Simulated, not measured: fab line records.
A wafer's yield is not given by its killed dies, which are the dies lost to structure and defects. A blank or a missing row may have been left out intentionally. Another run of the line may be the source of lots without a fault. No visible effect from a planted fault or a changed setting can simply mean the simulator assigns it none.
Which of the tools did it?	flow nand_harc	45 wafers from 15 lots sampled at 4 of the route's 1159 steps

== WHAT THE GAUGES READ, wafer by wafer ==
No reading from a measuring or inspecting step in the record can be judged against a usual standard deviation.

== WHICH TOOL RAN EACH LOT (tool, then ch and the chambers of the sampled wafers, then the start) ==
lot	NHARC_P_M0_ETCH_15	NHARC_P_M0_PVD_21	NHARC_P_M0_ANNEAL_30	NHARC_P_M0_DEP_32
L722	rie_diel-07 ch 2,3, day 5 23:02 or earlier	pvd_sputter-02, day 5 23:02 or earlier	rtp_anneal-01 ch 0, day 5 23:02	pecvd-04 ch 0,1,2, day 6 00:10
L721	rie_diel-09 ch 1,2, day 5 23:29 or earlier	pvd_sputter-01, day 5 23:29 or earlier	rtp_anneal-02 ch 0, day 5 23:29	pecvd-04 ch 0,2, day 6 00:28
L723	rie_diel-02 ch 0,1,2, day 6 16:35 or earlier	pvd_sputter-01, day 6 16:35 or earlier	rtp_anneal-02 ch 0, day 6 16:35	pecvd-04 ch 0,2, day 6 17:37
L727	rie_diel-07 ch 1,2,3, day 7 02:14 or earlier	pvd_sputter-03, day 7 02:14 or earlier	rtp_anneal-02 ch 0, day 7 02:14	pecvd-02 ch 1,2, day 7 03:13
L726	rie_diel-09 ch 0,1,2, day 7 03:56 or earlier	pvd_sputter-03, day 7 03:56 or earlier	rtp_anneal-01 ch 0, day 7 03:56	pecvd-02 ch 0,2, day 7 04:56
L728	rie_diel-07 ch 0,2,3, day 7 18:01 or earlier	pvd_sputter-03, day 7 18:01 or earlier	rtp_anneal-02 ch 0, day 7 18:01	pecvd-04 ch 0,1, day 7 18:58
L729	rie_diel-02 ch 2,3, day 8 02:07 or earlier	pvd_sputter-03, day 8 02:07 or earlier	rtp_anneal-01 ch 0, day 8 02:07	pecvd-03 ch 1,2, day 8 03:08
L730	rie_diel-07 ch 0,1,3, day 8 02:50 or earlier	pvd_sputter-03, day 8 02:50 or earlier	rtp_anneal-01 ch 0, day 8 02:50	pecvd-02 ch 0,1, day 8 04:01
L731	rie_diel-02 ch 1,2, day 8 10:58 or earlier	pvd_sputter-02, day 8 10:58 or earlier	rtp_anneal-02 ch 0, day 8 10:58	pecvd-03 ch 0,1,2, day 8 11:58
L739	rie_diel-09 ch 0,1,3, day 10 14:21 or earlier	pvd_sputter-03, day 10 14:21 or earlier	rtp_anneal-02 ch 0, day 10 14:21	pecvd-04 ch 0,1,2, day 10 15:18
L740	rie_diel-09 ch 1,2,3, day 10 21:29 or earlier	pvd_sputter-03, day 10 21:29 or earlier	rtp_anneal-02 ch 0, day 10 21:29	pecvd-02 ch 0,1, day 10 22:32
L741	rie_diel-02 ch 0,2, day 10 22:54 or earlier	pvd_sputter-02, day 10 22:54 or earlier	rtp_anneal-02 ch 0, day 10 22:54	pecvd-04 ch 0,1,2, day 11 00:14
L742	rie_diel-07 ch 0,1,3, day 11 02:20 or earlier	pvd_sputter-02, day 11 02:20 or earlier	rtp_anneal-02 ch 0, day 11 02:20	pecvd-02 ch 0,1,2, day 11 03:28
L743	rie_diel-07 ch 1,3, day 11 11:17 or earlier	pvd_sputter-02, day 11 11:17 or earlier	rtp_anneal-02 ch 0, day 11 11:17	pecvd-04 ch 0,2, day 11 12:19
L744	rie_diel-07 ch 0,3, day 11 19:19 or earlier	pvd_sputter-01, day 11 19:19 or earlier	rtp_anneal-02 ch 0, day 11 19:19	pecvd-04 ch 0,2, day 11 20:22
- NHARC_P_M0_ETCH_15: etches the open film in C4F8/Ar, target depth 150 nm, overetch 15 nm, time 82.5 s.
- NHARC_P_M0_PVD_21: deposits Cu, target thk 30 nm, time 20.49 s.
- NHARC_P_M0_ANNEAL_30: time 90 s.
- NHARC_P_M0_DEP_32: deposits SiCN, target thk 30 nm.

== WHAT THE TOOLS THEMSELVES READ (means of the sampled wafers that have a number; where no wafer has one, the mark that the record gives instead) ==
NHARC_P_M0_ETCH_15. Usual: oes_product_au 0.953 a.u., standard deviation 0.022; rf_vpp_V 440.3 V, standard deviation 2.8.
lot	tool	oes_product_au (a.u.)	rf_vpp_V (V)	flag
L722	rie_diel-07	0.952	439.4	
L721	rie_diel-09	0.958	443.4	
L723	rie_diel-02	0.923	439.1	
L727	rie_diel-07	0.967	441.3	
L726	rie_diel-09	0.964	442.7	
L728	rie_diel-07	0.934	438.9	
L729	rie_diel-02	0.973	441.3	
L730	rie_diel-07	0.968	440.6	
L731	rie_diel-02	0.973	439.4	
L739	rie_diel-09	0.923	439.9	
L740	rie_diel-09	0.923	442.4	
L741	rie_diel-02	0.954	442.3	
L742	rie_diel-07	0.975	440.4	
L743	rie_diel-07	0.962	439.9	
L744	rie_diel-07	0.976	437.6	

NHARC_P_M0_PVD_21. Usual: 30.2 % for throttle_valve_pct, sd 1.
lot	tool	throttle_valve_pct (%)	flag
L722	pvd_sputter-02	30.2	
L721	pvd_sputter-01	30.4	
L723	pvd_sputter-01	31.1	
L727	pvd_sputter-03	29.4	
L726	pvd_sputter-03	28.3	
L728	pvd_sputter-03	30.2	
L729	pvd_sputter-03	28.6	
L730	pvd_sputter-03	30.2	
L731	pvd_sputter-02	30.3	
L739	pvd_sputter-03	29.3	
L740	pvd_sputter-03	29.3	
L741	pvd_sputter-02	30.7	
L742	pvd_sputter-02	29.9	
L743	pvd_sputter-02	30.4	
L744	pvd_sputter-01	30.6	

NHARC_P_M0_ANNEAL_30. Usual: 225.97 for wafer_temp_C_max, sd 0.24.
lot	tool	wafer_temp_C_max	flag
L722	rtp_anneal-01	225.74	
L721	rtp_anneal-02	225.80	
L723	rtp_anneal-02	226.02	
L727	rtp_anneal-02	225.93	
L726	rtp_anneal-01	225.74	
L728	rtp_anneal-02	226.15	
L729	rtp_anneal-01	226.02	
L730	rtp_anneal-01	226.21	
L731	rtp_anneal-02	225.78	
L739	rtp_anneal-02	225.81	
L740	rtp_anneal-02	225.74	
L741	rtp_anneal-02	225.93	
L742	rtp_anneal-02	226.14	
L743	rtp_anneal-02	226.05	
L744	rtp_anneal-02	226.04	

NHARC_P_M0_DEP_32. Usual: chamber_pressure_Torr 3.000 Torr, standard deviation 0.0065; heater_power_outer_w 334 W, standard deviation 50; heater_power_w 588 W, standard deviation 76.
lot	tool	chamber_pressure_Torr (Torr)	heater_power_outer_w (W)	heater_power_w (W)	flag
L722	pecvd-04	3.006	314	558	
L721	pecvd-04	3.002	320	552	
L723	pecvd-04	2.991	298	551	
L727	pecvd-02	3.013	341	622	
L726	pecvd-02	3.000	372	662	
L728	pecvd-04	3.000	305	548	
L729	pecvd-03	-	-	-	OFF
L730	pecvd-02	-	-	-	OFF
L731	pecvd-03	-	-	-	OFF
L739	pecvd-04	3.001	305	561	
L740	pecvd-02	3.010	382	638	
L741	pecvd-04	2.997	310	552	
L742	pecvd-02	3.005	402	709	
L743	pecvd-04	2.989	309	548	
L744	pecvd-04	3.004	328	572	

== THE ANSWER, worked out from the rows above alone ==
Rule: a lot counts as off when the mean over its wafers that have a number is more than 3 standard deviations away from the usual mean. Also off: a lot with no number at a reading for which 4 or more lots have one. Any other lot the step has rows for is counted as sound. After the gauges, taken in route order, come the tools' own readings; for these a lot's mean is taken, as printed above. The first step at which some lot is off is used, and at that step the reading that is off furthest; a lot without a number counts as furthest.
Off, at NHARC_P_M0_DEP_32 on chamber_pressure_Torr: L729, L730, L731. Without a number there: L729, L730, L731.
A tool fits if, at that step or a process step before it, it ran every lot that is off, and no sound lot after the first of them. NHARC_P_M0_ETCH_15: start missing for some lots; hours and lot order therefore follow NHARC_P_M0_ANNEAL_30. NHARC_P_M0_PVD_21: start missing for some lots; hours and lot order therefore follow NHARC_P_M0_ANNEAL_30. Not one of the candidates tried fits.

== WHAT THE SIMULATOR PUT IN ==
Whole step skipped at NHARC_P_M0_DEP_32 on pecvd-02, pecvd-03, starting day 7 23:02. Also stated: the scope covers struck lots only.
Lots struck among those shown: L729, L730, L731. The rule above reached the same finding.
